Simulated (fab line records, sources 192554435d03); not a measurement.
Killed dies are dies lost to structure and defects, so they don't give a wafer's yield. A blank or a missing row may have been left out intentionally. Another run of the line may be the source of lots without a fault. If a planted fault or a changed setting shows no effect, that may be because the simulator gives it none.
Chamber matching	flow n5 finfet	N5_BEOL_M9_DEP_56 on pecvd-01: 3 sister chambers
The step deposits SiCN from 3MS/NH3, target thk 15 nm, time 26.5 s. 3 wafers are shown with their chamber, then 8 later ones without.

WAFERS WITH THEIR CHAMBER
wafer	chamber	throttle valve pct (%)
L093.1	2	8.4
L093.2	1	9.6
L096.1	0	9.3

WAFERS WHOSE CHAMBER IS MISSING
wafer	throttle valve pct (%)
L096.2	9.5
L096.4	9.3
L095.2	9.1
L095.4	9.7
L095.5	8.7
L097.4	8.8
L097.5	9.6
L097.6	8.8

CHAMBER TAKEN BY EACH
wafer	from the rows above	in truth
L096.2	can't be placed: 1 or 0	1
L096.4	can't be placed: 0 or 1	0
L095.2	can't be placed: 0 or 1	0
L095.4	can't be placed: 1 or 0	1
L095.5	can't be placed: 2 or 0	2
L097.4	can't be placed: 2 or 0 or 1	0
L097.5	can't be placed: 1 or 0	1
L097.6	can't be placed: 2 or 0 or 1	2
Correct placement for 0 of the 8. Can't be placed from these rows: 8 (the true chamber is among the candidates in 8). Placed wrongly: 0.
How it was worked out, from the rows above alone: a wafer's distance from a chamber is the root of the sum, over the readings, of the square of ((its reading less the chamber's mean) divided by the reading's scatter). If the next closest chamber is less than 2 further off than the closest, the wafer can't be placed; otherwise it belongs to the closest. For every chamber, the mean is computed from those of its wafers that are shown. The scatter: with one shown wafer a chamber, the root of the mean of the squares of how far each hidden wafer lies from its nearest shown one.
